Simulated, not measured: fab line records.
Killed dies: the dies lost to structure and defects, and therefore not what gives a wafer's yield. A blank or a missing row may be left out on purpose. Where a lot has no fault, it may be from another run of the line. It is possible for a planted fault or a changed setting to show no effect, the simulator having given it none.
Matching of chambers / flow n5_finfet / rie_diel-02 running N5_HKMG_FIN_STRIP_90: 4 sister chambers
The step strips SOC in N2/H2, time 20 s. 4 wafers are shown with their chamber, then 8 later ones without.

== WAFERS WITH THEIR CHAMBER ==
wafer=L089.1; chamber=2; drypump_motor_current_A (A)=6.2
wafer=L089.2; chamber=0; drypump_motor_current_A (A)=6.0
wafer=L089.6; chamber=1; drypump_motor_current_A (A)=5.5
wafer=L090.1; chamber=3; drypump_motor_current_A (A)=5.5

== WAFERS WHOSE CHAMBER IS MISSING ==
wafer=L090.4; drypump_motor_current_A (A)=5.5
wafer=L090.5; drypump_motor_current_A (A)=5.5
wafer=L095.3; drypump_motor_current_A (A)=6.2
wafer=L095.5; drypump_motor_current_A (A)=6.2
wafer=L095.6; drypump_motor_current_A (A)=5.5
wafer=L096.3; drypump_motor_current_A (A)=6.0
wafer=L096.4; drypump_motor_current_A (A)=6.2
wafer=L096.5; drypump_motor_current_A (A)=5.6

== WHICH CHAMBER EACH WENT THROUGH ==
wafer=L090.4; from the rows above=can't be placed: 1 or 3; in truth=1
wafer=L090.5; from the rows above=can't be placed: 1 or 3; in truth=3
wafer=L095.3; from the rows above=2; in truth=2
wafer=L095.5; from the rows above=2; in truth=2
wafer=L095.6; from the rows above=can't be placed: 1 or 3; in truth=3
wafer=L096.3; from the rows above=0; in truth=0
wafer=L096.4; from the rows above=2; in truth=2
wafer=L096.5; from the rows above=can't be placed: 1 or 3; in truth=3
Placed correctly: 4 of 8. Cannot be placed on the basis of these rows: 4; the candidates contain the true chamber in 4. 0 placed wrongly.
How it was worked out, from the rows above alone: a wafer's distance from a chamber is the root of the sum, over the readings, of the square of ((its reading less the chamber's mean) divided by the reading's scatter). If the next closest chamber is less than 2 further off than the closest, the wafer can't be placed; otherwise it belongs to the closest. For every chamber, the mean is computed from those of its wafers that are shown. The scatter (one wafer shown for each chamber): square how far every hidden wafer sits from the nearest shown wafer, average those squares and take the square root.
